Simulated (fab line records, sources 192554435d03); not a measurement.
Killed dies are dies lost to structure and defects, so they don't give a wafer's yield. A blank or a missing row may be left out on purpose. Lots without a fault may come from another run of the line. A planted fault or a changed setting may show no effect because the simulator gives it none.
A struck lot beside a sound one | flow n5_finfet | 13 steps out of a route of 1938
Sound: wafers L825.3, L825.4, L825.6. Struck: wafers L828.1, L828.2, L828.4. The cause comes at the end.
At each step with rows: each side's tool, then ch and its chambers, then its first start. Under that, the readings that differ: sound wafers | struck wafers | difference of the means | sigmas: that difference in standard deviations of wafers without a fault.
alike: readings whose means differ by less than 2 such deviations, and words and numbers that are the same on both sides. not compared: withheld readings, readings that some wafer has no value for, bounds like >300 that may hide the same value, and numbers for which the record gives no deviation and whose values overlap.
The two part at a step that has a row with sigmas, a row that says differs or no value, or rows on one side only. Numbers that don't overlap but have no deviation are shown without sigmas and don't part them. A reading that every wafer of one side lacks parts them only if that side has two wafers or more.

N5_GATE_CUT_CMP_23: polishes, stops on SiO2, t overpolish 23.4 s, target thk 16 nm.
  sound on cmp-04 ch 0,1,3, day 5 09:54; struck on cmp-01 ch 0,2,3, day 6 01:11
  alike: edge_zone_pressure_frac, motor_current_A, overpolish_run_s, time_to_endpoint_s
N5_GATE_CUT_THK_MEAS_24:
  sound on film_metro-02, day 5 10:07; struck on film_metro-02, day 6 01:29
  alike: GC_FILL_THK
N5_GATE_CUT_CMP_43: polishes SiO2.
  sound on cmp-01 ch 1,3, day 5 10:09; struck on cmp-03 ch 1,2,3, day 6 01:31
  alike: edge_zone_pressure_frac, motor_current_A
N5_GATE_CUT_CMP_61: polishes, stops on SiNx, t overpolish 3 s.
  sound on cmp-01 ch 1,3, day 5 10:38; struck on cmp-03 ch 1,2,3, day 6 01:59
  alike: edge_zone_pressure_frac, motor_current_A
N5_GATE_CUT_INSPECT_26: inspects for defects (darkfield).
  sound on defect_inspect-01, day 5 10:52; struck on defect_inspect-02, day 6 02:13
  alike: raw_defect_count
then, 6 steps without rows for these wafers: N5_MOL_CONTACT_COAG_COAT_103 (time 60 s, resist thk 80 nm); N5_MOL_CONTACT_COAG_COAT_104 (time 60 s, resist thk 12 nm); N5_MOL_CONTACT_COAG_COAT_58 (time 60 s, resist thk 10 nm); N5_MOL_CONTACT_COAG_COAT_02 (resist thk 30 nm); N5_MOL_CONTACT_COAG_EBR_04; N5_MOL_CONTACT_COAG_SOFTBAKE_03 (time 60 s).
N5_MOL_CONTACT_COAG_EXPOSE_05: exposes mask CA, defocus 0 nm.
  sound on euv_scanner-02 ch 0, day 5 11:10; struck on euv_scanner-01, day 6 02:23
  no value came back on the struck wafers for exposure_dose_mJ_cm2, focus_offset_nm (nm), sigma_inner; on the sound wafers exposure_dose_mJ_cm2 reads 38.27 38.27 38.26
  alike: mask
then, 1 step without rows for these wafers: N5_MOL_CONTACT_COAG_PEB_06 (peb time 60 s).

WHERE THEY PART
Only at N5_MOL_CONTACT_COAG_EXPOSE_05, within this record.

WHY: what the simulator had put in
Skipped step whole: euv_scanner-01, from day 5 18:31 on, at N5_MOL_CONTACT_COAG_EXPOSE_05. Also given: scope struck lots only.
